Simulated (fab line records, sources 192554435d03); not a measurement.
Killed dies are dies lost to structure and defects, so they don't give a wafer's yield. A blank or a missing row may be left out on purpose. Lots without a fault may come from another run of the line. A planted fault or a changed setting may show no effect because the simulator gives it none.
Which tool did it? | flow n5_finfet | 15 lots, 45 wafers sampled, at 2 steps of a route of 1938

WHAT THE GAUGES READ, wafer by wafer
N5_MIM_BOT_LITHO_OVL_MEAS_11. Usual: MIM_BOT_OVL -1 nm, standard deviation 5.
lot  | measured     | on         | MIM_BOT_OVL (nm) | flag
L119 | day 11 22:54 | overlay-01 | -9 -4 -4         |
L121 | day 12 07:21 | overlay-01 | 2 1 -4           |
L122 | day 12 08:50 | overlay-02 | 4 -1 0           |
L120 | day 12 15:25 | overlay-02 | -6 0 0           |
L123 | day 12 19:52 | overlay-02 | -7 -1 3          |
L124 | day 12 20:12 | overlay-02 | 0 -10 2          |
L126 | day 13 08:46 | overlay-01 | 0 -6 8           |
L130 | day 14 07:38 | overlay-02 | 6 2 7            |
L133 | day 15 00:58 | overlay-02 | -2 1 -2          |
L129 | day 15 10:39 | overlay-01 | -2 -4 -2         |
L135 | day 15 10:57 | overlay-02 | -6 1 -5          |
L134 | day 15 14:23 | overlay-01 | 6 -3 7           |
L137 | day 16 17:52 | overlay-01 | -9 -2 -1         |
L141 | day 17 02:20 | overlay-01 | 1 4 -1           |
L142 | day 18 05:14 | overlay-01 | 5 3 1            |

WHICH TOOL RAN EACH LOT (tool, then ch and the chambers of the sampled wafers, then the start)
lot  | N5_MIM_TOP_ETCH_STRIP_01
L119 | rie_diel-06 ch 1,2,3, day 11 22:19
L121 | rie_diel-03 ch 0,2, day 12 06:46
L122 | rie_diel-03 ch 0,1,3, day 12 08:15
L120 | rie_diel-06 ch 0,1, day 12 14:57
L123 | rie_diel-06 ch 0,1, day 12 19:18
L124 | rie_diel-06 ch 1,2, day 12 19:38
L126 | rie_diel-06 ch 0,1, day 13 08:19
L130 | rie_diel-03 ch 0,1,2, day 14 07:11
L133 | rie_diel-03 ch 1,2, day 15 00:31
L129 | rie_diel-03 ch 0,3, day 15 10:12
L135 | rie_diel-01 ch 0,1,3, day 15 10:23
L134 | rie_diel-03 ch 0,1,2, day 15 13:49
L137 | rie_diel-03 ch 0,1,3, day 16 17:17
L141 | rie_diel-06 ch 1,2,3, day 17 01:52
L142 | rie_diel-06 ch 1,2, day 18 04:40
- N5_MIM_TOP_ETCH_STRIP_01: strips in O2.

WHAT THE TOOLS THEMSELVES READ (means of the sampled wafers that have a number; where no wafer has one, the mark that the record gives instead)
N5_MIM_TOP_ETCH_STRIP_01. Usual: drypump_motor_current_A 5.6 A, standard deviation 0.36; oes_product_au 0.80 a.u., standard deviation 0.077; rf_vpp_V 3.4 V, standard deviation 1.2; showerhead_plenum_p_Torr 2.11 Torr, standard deviation 0.083; throttle_valve_pct 16.51 %, standard deviation 0.23.
lot  | tool        | drypump_motor_current_A (A) | oes_product_au (a.u.) | rf_vpp_V (V) | showerhead_plenum_p_Torr (Torr) | throttle_valve_pct (%) | flag
L119 | rie_diel-06 | 5.5                         | 0.79                  | 3.8          | 2.12                            | 16.57                  |
L121 | rie_diel-03 | 5.2                         | 0.76                  | 3.0          | 2.06                            | 16.30                  |
L122 | rie_diel-03 | 5.7                         | 0.84                  | 2.9          | 2.18                            | 16.39                  |
L120 | rie_diel-06 | 5.8                         | 0.85                  | 5.1          | 2.06                            | 16.49                  |
L123 | rie_diel-06 | 5.8                         | 0.86                  | 3.1          | 2.05                            | 16.48                  |
L124 | rie_diel-06 | 5.4                         | 0.74                  | 3.8          | 2.07                            | 16.68                  |
L126 | rie_diel-06 | 5.8                         | 0.84                  | 2.7          | 2.05                            | 16.51                  |
L130 | rie_diel-03 | 5.5                         | 0.76                  | 3.8          | 2.13                            | 16.33                  |
L133 | rie_diel-03 | 5.5                         | 0.73                  | 3.2          | 2.04                            | 16.30                  |
L129 | rie_diel-03 | 5.7                         | 0.85                  | 3.8          | 2.16                            | 16.55                  |
L135 | rie_diel-01 | 5.8                         | 0.72                  | 4.0          | 2.07                            | 16.60                  |
L134 | rie_diel-03 | 5.5                         | 0.76                  | 4.1          | 2.12                            | 16.33                  |
L137 | rie_diel-03 | 5.7                         | 0.80                  | 3.8          | 2.17                            | 16.44                  |
L141 | rie_diel-06 | 5.5                         | 0.81                  | 3.3          | 2.11                            | 16.51                  |
L142 | rie_diel-06 | 5.7                         | 0.84                  | 2.7          | 2.07                            | 16.32                  |

THE ANSWER, worked out from the rows above alone
Rule: a lot is off if the mean of its wafers that have a number lies more than 3 standard deviations from the usual mean. A lot without any number at a reading at which 4 lots or more have one is off too. The other lots that the step has rows for count as sound. The gauges are gone through in route order, then the tools' own readings, and for those a lot's mean is taken as printed above. The first step at which some lot is off is used, and at that step the reading that is off furthest; a lot without a number counts as furthest.
No lot is off at any reading shown: from this, nothing can be told.

WHAT THE SIMULATOR HAD PUT IN
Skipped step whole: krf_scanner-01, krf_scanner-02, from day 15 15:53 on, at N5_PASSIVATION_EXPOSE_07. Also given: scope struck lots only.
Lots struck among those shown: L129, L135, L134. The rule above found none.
